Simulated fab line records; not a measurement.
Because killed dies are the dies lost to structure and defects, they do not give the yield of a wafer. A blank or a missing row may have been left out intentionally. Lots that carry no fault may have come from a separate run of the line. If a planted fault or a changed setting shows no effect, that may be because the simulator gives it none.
Commonality check across tools	flow n5 finfet	9 lots and 25 wafers in the sample

== THE REASON FOR OPENING IT ==
Flagged at N5_SD_EPI_P_INSPECT_26: reading raw defect count, on 2 of 9 lots. No-fault wafers: 178, standard deviation 41.
Rule: flag the lot when none of its wafers has a number, or when each of its wafers that has one lies beyond 4 standard deviations from that mean. All remaining lots are regarded as sound.

lot	measured	on	raw defect count, wafer by wafer	flag
L798	day 3 09:22	defect inspect-01	196 186 162	
L801	day 4 04:52	defect inspect-01	140 152 173	
L802	day 4 08:34	defect inspect-02	158 151 154	
L805	day 5 05:47	defect inspect-02	183 237 223	
L813	day 7 02:14	defect inspect-02	771 673 762	FLAGGED
L814	day 7 15:09	defect inspect-02	751 701 692	FLAGGED
L817	day 8 22:25	defect inspect-01	243 178	
L815	day 9 00:18	defect inspect-01	169 172	
L818	day 9 04:38	defect inspect-01	217 126 172	
The numbers of the flagged lots are 725 on average: +547 against the usual, or +13 standard deviations.

== TOOL THAT RAN EACH LOT ==
Before the reading, the record contains 3 process steps out of a 1938-step route. Each cell gives the tool, then ch followed by the chambers the sampled wafers passed through, then the start.
lot	flag	N5_SD_EPI_P_ETCHBACK_46	N5_SD_EPI_P_ETCH_47	N5_SD_EPI_P_ETCH_16
L798		rie diel-01 ch 0,1,3, day 3 06:04	rie diel-01 ch 0,1,3, day 3 06:10	rie diel-01 ch 0,1,3, day 3 06:16
L801		rie diel-01 ch 1,2, day 4 01:34	rie diel-01 ch 1,2, day 4 01:40	rie diel-01 ch 1,2, day 4 01:46
L802		rie diel-02 ch 0,1,3, day 4 05:15	rie diel-02 ch 0,1,3, day 4 05:21	rie diel-02 ch 0,1,3, day 4 05:27
L805		rie diel-02 ch 0,3, day 5 01:38	rie diel-02 ch 0,3, day 5 01:44	rie diel-02 ch 0,3, day 5 01:50
L813	FLAGGED	rie diel-01 ch 0,1,2, day 6 22:54	rie diel-01 ch 0,1,2, day 6 23:00	rie diel-01 ch 0,1,2, day 6 23:06
L814	FLAGGED	rie diel-01 ch 0,1,3, day 7 08:23	rie diel-01 ch 0,1,3, day 7 08:29	rie diel-01 ch 0,1,3, day 7 08:35
L817		rie diel-03 ch 0,3, day 8 19:03	rie diel-03 ch 0,3, day 8 19:09	rie diel-03 ch 0,3, day 8 19:15
L815		rie diel-02 ch 0,2, day 8 20:07	rie diel-02 ch 0,2, day 8 20:13	rie diel-02 ch 0,2, day 8 20:19
L818		rie diel-02 ch 1,2,3, day 9 01:20	rie diel-02 ch 1,2,3, day 9 01:26	rie diel-02 ch 1,2,3, day 9 01:32
What these steps do:
- N5_SD_EPI_P_ETCHBACK_46: etches SiNx in CH3F/O2, stops on SiO2, target depth 17.5 nm.
- N5_SD_EPI_P_ETCH_47: etches SiOCN in CH3F/O2, target depth 25 nm.
- N5_SD_EPI_P_ETCH_16: etches SiO2 in CHF3/O2, target depth 5 nm.
- N5_SD_EPI_P_INSPECT_26: inspects for defects (darkfield).

== FLAGGED OVER TOTAL, TOOL BY TOOL (the gauges that took the reading come last) ==
step	tool	lots run	flagged	share of the flagged lots	sound lots run after its first flagged lot
N5_SD_EPI_P_ETCHBACK_46	rie diel-01	4	2	all	0
N5_SD_EPI_P_ETCHBACK_46	rie diel-02	4	0	none	-
N5_SD_EPI_P_ETCHBACK_46	rie diel-03	1	0	none	-
N5_SD_EPI_P_ETCH_47	rie diel-01	4	2	all	0
N5_SD_EPI_P_ETCH_47	rie diel-02	4	0	none	-
N5_SD_EPI_P_ETCH_47	rie diel-03	1	0	none	-
N5_SD_EPI_P_ETCH_16	rie diel-01	4	2	all	0
N5_SD_EPI_P_ETCH_16	rie diel-02	4	0	none	-
N5_SD_EPI_P_ETCH_16	rie diel-03	1	0	none	-
N5_SD_EPI_P_INSPECT_26	defect inspect-01	5	0	none	-
N5_SD_EPI_P_INSPECT_26	defect inspect-02	4	2	all	0

== THE TABLE: WHAT IT ALLOWS ==
4 rows of the table ran every flagged lot: rie diel-01 at N5_SD_EPI_P_ETCHBACK_46, rie diel-01 at N5_SD_EPI_P_ETCH_47, rie diel-01 at N5_SD_EPI_P_ETCH_16, defect inspect-02 at N5_SD_EPI_P_INSPECT_26.
- rie diel-01 at N5_SD_EPI_P_ETCHBACK_46 ran 4 lots, 2 of them flagged. Its last sound lot is L801 (day 4 01:34), its first flagged lot L813 (day 6 22:54): a fault that began between those two fits.
- rie diel-01 at N5_SD_EPI_P_ETCH_47 ran 4 lots, 2 of them flagged. Its last sound lot is L801 (day 4 01:40), its first flagged lot L813 (day 6 23:00): a fault that began between those two fits.
- rie diel-01 at N5_SD_EPI_P_ETCH_16 ran 4 lots, 2 of them flagged. Its last sound lot is L801 (day 4 01:46), its first flagged lot L813 (day 6 23:06): a fault that began between those two fits.
- defect inspect-02 at N5_SD_EPI_P_INSPECT_26 ran 4 lots, 2 of them flagged. Its last sound lot is L805 (day 5 05:47), its first flagged lot L813 (day 7 02:14): a fault that began between those two fits.
These 2 tools cannot be told apart by counting lots, since each of them fits a fault that started at some hour. More lots, or a look at what each step does to the wafer, might.

== WHAT THE SIMULATOR HAD PUT IN ==
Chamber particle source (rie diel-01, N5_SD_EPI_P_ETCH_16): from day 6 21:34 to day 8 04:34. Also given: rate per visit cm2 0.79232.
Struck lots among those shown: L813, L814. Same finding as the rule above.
